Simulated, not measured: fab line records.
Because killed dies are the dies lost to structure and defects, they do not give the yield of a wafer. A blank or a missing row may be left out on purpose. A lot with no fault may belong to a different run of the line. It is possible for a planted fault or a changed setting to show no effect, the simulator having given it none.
Which of the tools did it? | flow n5Finfet | Sampling: 23 lots, 69 wafers, 5 of 1938 route steps

## WHAT EACH GAUGE READ, for each wafer
N5_FIN_SAQP_INSPECT_40: inspects for defects (brightfield). Usual: rawDefectCount 230, standard deviation 54.
lot  | measured    | on               | rawDefectCount | flag
L074 | day 2 03:00 | defectInspect-01 | 231 167 150    | 
L075 | day 2 10:01 | defectInspect-01 | 214 214 150    | 
L076 | day 2 14:03 | defectInspect-02 | 198 225 314    | 
L077 | day 2 20:34 | defectInspect-02 | 261 218 246    | 
L078 | day 3 02:43 | defectInspect-01 | 303 200 188    | 
L079 | day 3 09:02 | defectInspect-02 | 181 143 178    | 
L080 | day 3 14:29 | defectInspect-02 | 277 191 355    | 
L081 | day 3 20:20 | defectInspect-01 | 241 282 201    | 
L082 | day 4 03:42 | defectInspect-02 | 291 221 219    | 
L083 | day 4 08:17 | defectInspect-02 | 288 284 271    | 
L084 | day 4 14:50 | defectInspect-02 | 238 187 276    | 
L085 | day 4 23:02 | defectInspect-02 | 209 204 221    | 
L086 | day 5 07:13 | defectInspect-01 | 245 180 140    | 
L087 | day 5 11:04 | defectInspect-01 | 353 279 247    | 
L089 | day 5 20:28 | defectInspect-02 | 224 162 192    | 
L090 | day 6 02:24 | defectInspect-02 | 320 265 287    | 
L091 | day 6 08:37 | defectInspect-01 | 226 255 197    | 
L092 | day 6 13:39 | defectInspect-01 | 163 250 242    | 
L093 | day 6 19:51 | defectInspect-02 | 269 166 272    | 
L094 | day 7 02:53 | defectInspect-02 | 201 263 227    | 
L095 | day 7 08:06 | defectInspect-02 | 178 234 198    | 
L096 | day 7 14:18 | defectInspect-02 | 221 272 248    | 
L097 | day 7 20:38 | defectInspect-02 | 178 256 176    | 

N5_DUMMY_GATE_THK_MEAS_05. Usual: thkNm 72.3 nm, standard deviation 1.2.
lot  | measured    | on           | thkNm (nm)     | flag
L074 | day 2 18:50 | filmMetro-01 | 72.7 71.1 72.3 | 
L075 | day 3 00:37 | filmMetro-02 | 71.9 72.1 71.8 | 
L076 | day 3 05:03 | filmMetro-01 | 72.4 73.0 72.3 | 
L077 | day 3 11:37 | filmMetro-01 | 73.2 73.5 71.7 | 
L078 | day 3 18:23 | filmMetro-02 | 72.7 74.1 73.3 | 
L079 | day 3 23:38 | filmMetro-01 | 72.9 73.2 73.9 | 
L080 | day 4 05:42 | filmMetro-02 | 70.5 72.8 72.9 | 
L081 | day 4 11:15 | filmMetro-02 | 71.6 73.8 71.7 | 
L082 | day 4 20:07 | filmMetro-01 | 71.8 73.7 71.3 | 
L083 | day 5 03:44 | filmMetro-02 | 72.1 73.2 71.6 | 
L084 | day 5 07:52 | filmMetro-02 | 73.3 73.9 73.7 | 
L085 | day 5 14:19 | filmMetro-01 | 71.5 72.1 73.4 | 
L086 | day 5 22:49 | filmMetro-01 | 73.6 74.9 73.6 | 
L087 | day 6 01:20 | filmMetro-02 | 69.9 72.2 71.7 | 
L089 | day 6 10:41 | filmMetro-01 | 73.8 74.1 73.6 | 
L090 | day 6 17:22 | filmMetro-01 | 73.1 73.8 70.3 | 
L091 | day 6 23:05 | filmMetro-02 | 71.5 72.2 73.8 | 
L092 | day 7 04:19 | filmMetro-01 | 74.0 71.8 70.3 | 
L093 | day 7 10:16 | filmMetro-01 | 72.5 72.8 71.1 | 
L094 | day 7 18:04 | filmMetro-02 | 72.5 73.3 73.3 | 
L095 | day 7 22:56 | filmMetro-02 | 74.5 70.9 72.5 | 
L096 | day 8 05:19 | filmMetro-02 | 71.9 71.2 72.2 | 
L097 | day 8 11:10 | filmMetro-01 | 72.6 69.9 73.0 | 

## WHAT TOOL EACH LOT RAN ON (gives the tool, then ch and the chambers of the sampled wafers, and finally the start)
lot  | N5_FIN_CUT_PRECLEAN_35           | N5_FIN_CUT_CUT_ETCH_15         | N5_FIN_CUT_STRIP_22
L074 | vaporEtch-02 ch 0,1, day 2 04:21 | rieSi-05 ch 0,1,3, day 2 04:26 | rieDiel-02 ch 0,1,3, day 2 04:34
L075 | vaporEtch-01 ch 1, day 2 10:59   | rieSi-05 ch 0,1,2, day 2 11:04 | rieDiel-05 ch 0,1,3, day 2 11:11
L076 | vaporEtch-01 ch 0,1, day 2 15:09 | rieSi-05 ch 0,1,3, day 2 15:14 | rieDiel-05 ch 0,2,3, day 2 15:23
L077 | vaporEtch-01 ch 1, day 2 21:33   | rieSi-06 ch 0,1,3, day 2 21:38 | rieDiel-02 ch 1,2,3, day 2 21:47
L078 | vaporEtch-02 ch 0,1, day 3 03:49 | rieSi-04 ch 0,2,3, day 3 03:53 | rieDiel-06 ch 0,2,3, day 3 04:01
L079 | vaporEtch-01 ch 0,1, day 3 10:08 | rieSi-06 ch 1,2,3, day 3 10:13 | rieDiel-06 ch 0,2,3, day 3 10:20
L080 | vaporEtch-02 ch 0,1, day 3 15:35 | rieSi-05 ch 0,2,3, day 3 15:40 | rieDiel-02 ch 0,1,2, day 3 15:49
L081 | vaporEtch-01 ch 0,1, day 3 21:26 | rieSi-06 ch 0,1,3, day 3 21:31 | rieDiel-05 ch 0,1,2, day 3 21:47
L082 | vaporEtch-01 ch 0,1, day 4 04:53 | rieSi-06 ch 0,1,3, day 4 04:58 | rieDiel-02 ch 0,3, day 4 05:10
L083 | vaporEtch-02 ch 0,1, day 4 09:16 | rieSi-06 ch 0,1,2, day 4 09:21 | rieDiel-02 ch 0,2,3, day 4 09:28
L084 | vaporEtch-01 ch 1, day 4 15:56   | rieSi-06 ch 0,1,2, day 4 16:02 | rieDiel-05 ch 0,3, day 4 16:09
L085 | vaporEtch-01 ch 0,1, day 5 00:01 | rieSi-06 ch 0,1, day 5 00:05   | rieDiel-05 ch 1,2,3, day 5 00:13
L086 | vaporEtch-01 ch 0,1, day 5 08:43 | rieSi-04 ch 0,1,3, day 5 08:48 | rieDiel-06 ch 0,1,2, day 5 08:56
L087 | vaporEtch-01 ch 0,1, day 5 12:05 | rieSi-05 ch 1,2,3, day 5 12:10 | rieDiel-06 ch 0,2,3, day 5 12:17
L089 | vaporEtch-02 ch 0,1, day 5 21:26 | rieSi-05 ch 0,1, day 5 21:31   | rieDiel-05 ch 0,2,3, day 5 21:39
L090 | vaporEtch-02 ch 0,1, day 6 03:22 | rieSi-06 ch 1,3, day 6 03:27   | rieDiel-06 ch 0,1,3, day 6 03:34
L091 | vaporEtch-02 ch 0,1, day 6 09:43 | rieSi-06 ch 0,1,2, day 6 09:48 | rieDiel-06 ch 0,2,3, day 6 09:56
L092 | vaporEtch-01 ch 0,1, day 6 14:37 | rieSi-04 ch 0,1,3, day 6 14:42 | rieDiel-05 ch 0,2, day 6 14:56
L093 | vaporEtch-02 ch 1, day 6 20:59   | rieSi-04 ch 0,2,3, day 6 21:04 | rieDiel-02 ch 0,1,3, day 6 21:11
L094 | vaporEtch-01 ch 0,1, day 7 03:56 | rieSi-06 ch 0,1, day 7 04:01   | rieDiel-05 ch 1,2, day 7 04:08
L095 | vaporEtch-02 ch 0,1, day 7 09:05 | rieSi-05 ch 1,2,3, day 7 09:10 | rieDiel-02 ch 0,3, day 7 09:20
L096 | vaporEtch-02 ch 0,1, day 7 15:24 | rieSi-04 ch 0,2,3, day 7 15:29 | rieDiel-02 ch 0,1,3, day 7 15:36
L097 | vaporEtch-01 ch 1, day 7 21:37   | rieSi-04 ch 0,1,3, day 7 21:42 | rieDiel-06 ch 2,3, day 7 21:50
- N5_FIN_CUT_PRECLEAN_35: cleans in vHF, time 13.3 s.
- N5_FIN_CUT_CUT_ETCH_15: etches Si in HBr/Cl2/O2, target depth 100 nm, bt time 10 s, time 42.4 s.
- N5_FIN_CUT_STRIP_22: strips in N2/H2.

## AS READ BY THE TOOLS THEMSELVES (means over the sampled wafers that have a number; for cases with no such wafer, the mark the record gives instead)
N5_FIN_CUT_PRECLEAN_35. Usual: drypumpMotorCurrentA 5.5 A, standard deviation 0.41.
lot  | tool         | drypumpMotorCurrentA (A) | flag
L074 | vaporEtch-02 | 5.3                      | 
L075 | vaporEtch-01 | 5.9                      | 
L076 | vaporEtch-01 | 5.6                      | 
L077 | vaporEtch-01 | 5.9                      | 
L078 | vaporEtch-02 | 5.5                      | 
L079 | vaporEtch-01 | 5.4                      | 
L080 | vaporEtch-02 | 5.5                      | 
L081 | vaporEtch-01 | 5.4                      | 
L082 | vaporEtch-01 | 5.6                      | 
L083 | vaporEtch-02 | 5.5                      | 
L084 | vaporEtch-01 | 5.9                      | 
L085 | vaporEtch-01 | 5.6                      | 
L086 | vaporEtch-01 | 5.6                      | 
L087 | vaporEtch-01 | 5.6                      | 
L089 | vaporEtch-02 | 5.3                      | 
L090 | vaporEtch-02 | 5.5                      | 
L091 | vaporEtch-02 | 5.5                      | 
L092 | vaporEtch-01 | 5.4                      | 
L093 | vaporEtch-02 | 5.8                      | 
L094 | vaporEtch-01 | 5.6                      | 
L095 | vaporEtch-02 | 5.3                      | 
L096 | vaporEtch-02 | 5.5                      | 
L097 | vaporEtch-01 | 5.9                      | 

N5_FIN_CUT_CUT_ETCH_15. Usual: chamberPressureMTorr 10.001 mTorr, standard deviation 0.0095; drypumpMotorCurrentA 5.6 A, standard deviation 0.43; oesProductAu 1.003 a.u., standard deviation 0.014; throttleValvePct 37.30 %, standard deviation 0.3.
lot  | tool     | chamberPressureMTorr (mTorr) | drypumpMotorCurrentA (A) | oesProductAu (a.u.) | throttleValvePct (%) | flag
L074 | rieSi-05 | 9.998                        | 5.9                      | 0.994               | 37.40                | 
L075 | rieSi-05 | 9.990                        | 5.8                      | 0.990               | 37.41                | 
L076 | rieSi-05 | 9.997                        | 5.8                      | 0.992               | 37.40                | 
L077 | rieSi-06 | 9.996                        | 5.5                      | 1.008               | 36.99                | 
L078 | rieSi-04 | 10.009                       | 5.4                      | 1.001               | 37.41                | 
L079 | rieSi-06 | 10.001                       | 5.4                      | 1.005               | 37.21                | 
L080 | rieSi-05 | 10.006                       | 5.8                      | 0.989               | 37.17                | 
L081 | rieSi-06 | 10.005                       | 5.5                      | 1.010               | 37.00                | 
L082 | rieSi-06 | 10.002                       | 5.5                      | 1.010               | 37.00                | 
L083 | rieSi-06 | 9.994                        | 5.7                      | 1.021               | 37.15                | 
L084 | rieSi-06 | 10.002                       | 5.8                      | 1.018               | 37.15                | 
L085 | rieSi-06 | 10.001                       | 5.9                      | 1.021               | 36.94                | 
L086 | rieSi-04 | 9.994                        | 5.4                      | 0.997               | 37.44                | 
L087 | rieSi-05 | 10.013                       | 5.5                      | 0.999               | 37.23                | 
L089 | rieSi-05 | 10.006                       | 6.0                      | 0.994               | 37.58                | 
L090 | rieSi-06 | 10.005                       | 5.1                      | 0.999               | 37.06                | 
L091 | rieSi-06 | 9.991                        | 5.7                      | 1.024               | 37.15                | 
L092 | rieSi-04 | 10.006                       | 5.4                      | 1.001               | 37.45                | 
L093 | rieSi-04 | 10.008                       | 5.4                      | 0.994               | 37.41                | 
L094 | rieSi-06 | 10.011                       | 5.9                      | 1.025               | 36.93                | 
L095 | rieSi-05 | 10.002                       | 5.6                      | 0.998               | 37.24                | 
L096 | rieSi-04 | 10.002                       | 5.4                      | 0.999               | 37.41                | 
L097 | rieSi-04 | 10.000                       | 5.4                      | 1.000               | 37.45                | 

N5_FIN_CUT_STRIP_22. Usual: chamberPressureMTorr 50.00 mTorr (standard deviation 0.13); drypumpMotorCurrentA 5.7 A (standard deviation 0.51); n2FlowSccm 300.1 sccm (standard deviation 0.87); oesProductAu 0.77 a.u. (standard deviation 0.073); rfVppV 54.2 V (standard deviation 2.2); showerheadPlenumPTorr 3.39 Torr (standard deviation 0.14); throttleValvePct 19.1 % (standard deviation 0.5).
lot  | tool       | chamberPressureMTorr (mTorr) | drypumpMotorCurrentA (A) | n2FlowSccm (sccm) | oesProductAu (a.u.) | rfVppV (V) | showerheadPlenumPTorr (Torr) | throttleValvePct (%) | flag
L074 | rieDiel-02 | 49.94                        | 5.5                      | 300.0             | 0.75                | 54.2       | 3.41                         | 19.3                 | 
L075 | rieDiel-05 | 50.01                        | 5.8                      | 300.5             | 0.82                | 54.8       | 3.39                         | 19.1                 | 
L076 | rieDiel-05 | 50.05                        | 5.6                      | 299.4             | 0.75                | 55.6       | 3.42                         | 19.4                 | 
L077 | rieDiel-02 | 50.01                        | 5.4                      | 300.3             | 0.74                | 53.5       | 3.30                         | 19.2                 | 
L078 | rieDiel-06 | 50.06                        | 5.9                      | 300.4             | 0.75                | 50.4       | 3.36                         | 18.9                 | 
L079 | rieDiel-06 | 49.89                        | 5.9                      | 299.6             | 0.75                | 56.4       | 3.36                         | 18.9                 | 
L080 | rieDiel-02 | 50.00                        | 5.3                      | 299.3             | 0.73                | 54.6       | 3.29                         | 19.1                 | 
L081 | rieDiel-05 | 49.95                        | 5.6                      | 299.7             | 0.81                | 54.8       | 3.38                         | 19.5                 | 
L082 | rieDiel-02 | 50.04                        | 5.3                      | 300.4             | 0.77                | 53.4       | 3.50                         | 18.9                 | 
L083 | rieDiel-02 | 49.96                        | 5.3                      | 300.0             | 0.74                | 53.0       | 3.39                         | 18.8                 | 
L084 | rieDiel-05 | 50.02                        | 6.0                      | 299.7             | 0.74                | 52.3       | 3.31                         | 19.1                 | 
L085 | rieDiel-05 | 49.99                        | 5.4                      | 301.0             | 0.80                | 54.3       | 3.48                         | 19.3                 | 
L086 | rieDiel-06 | 50.25                        | 5.9                      | 300.0             | 0.79                | 53.8       | 3.37                         | 18.8                 | 
L087 | rieDiel-06 | 50.05                        | 5.8                      | 299.6             | 0.73                | 56.3       | 3.35                         | 19.0                 | 
L089 | rieDiel-05 | 49.97                        | 5.6                      | 300.5             | 0.73                | 53.5       | 3.41                         | 19.4                 | 
L090 | rieDiel-06 | 50.14                        | 6.1                      | 300.9             | 0.81                | 54.5       | 3.43                         | 18.8                 | 
L091 | rieDiel-06 | 50.02                        | 5.8                      | 299.8             | 0.73                | 54.7       | 3.34                         | 19.0                 | 
L092 | rieDiel-05 | 50.00                        | 5.4                      | 301.0             | 0.73                | 52.4       | 3.40                         | 19.8                 | 
L093 | rieDiel-02 | 50.16                        | 5.4                      | 299.7             | 0.73                | 53.3       | 3.39                         | 19.3                 | 
L094 | rieDiel-05 | 49.99                        | 5.2                      | 300.7             | 0.78                | 53.8       | 3.47                         | 19.8                 | 
L095 | rieDiel-02 | 50.11                        | 5.4                      | 301.2             | 0.75                | 56.0       | 3.49                         | 19.0                 | 
L096 | rieDiel-02 | 49.96                        | 5.5                      | 300.2             | 0.73                | 54.0       | 3.39                         | 19.3                 | 
L097 | rieDiel-06 | 49.97                        | 6.3                      | 299.5             | 0.71                | 55.3       | 3.43                         | 19.2                 | 

## THE ANSWER, worked out from the rows above alone
Rule: a lot is off if the mean of its wafers that have a number lies more than 3 standard deviations from the usual mean. A lot without any number at a reading at which 4 lots or more have one is off too. Where the step has rows for the other lots, those lots are counted as sound. First the gauges in route order, then the tools' own readings, where a lot's mean is used as printed above. The first step at which some lot is off is used, and at that step the reading that is off furthest; a lot without a number counts as furthest.
Across all readings shown, no lot is off: no conclusion can be drawn from this.

## WHAT WAS PUT IN BY THE SIMULATOR
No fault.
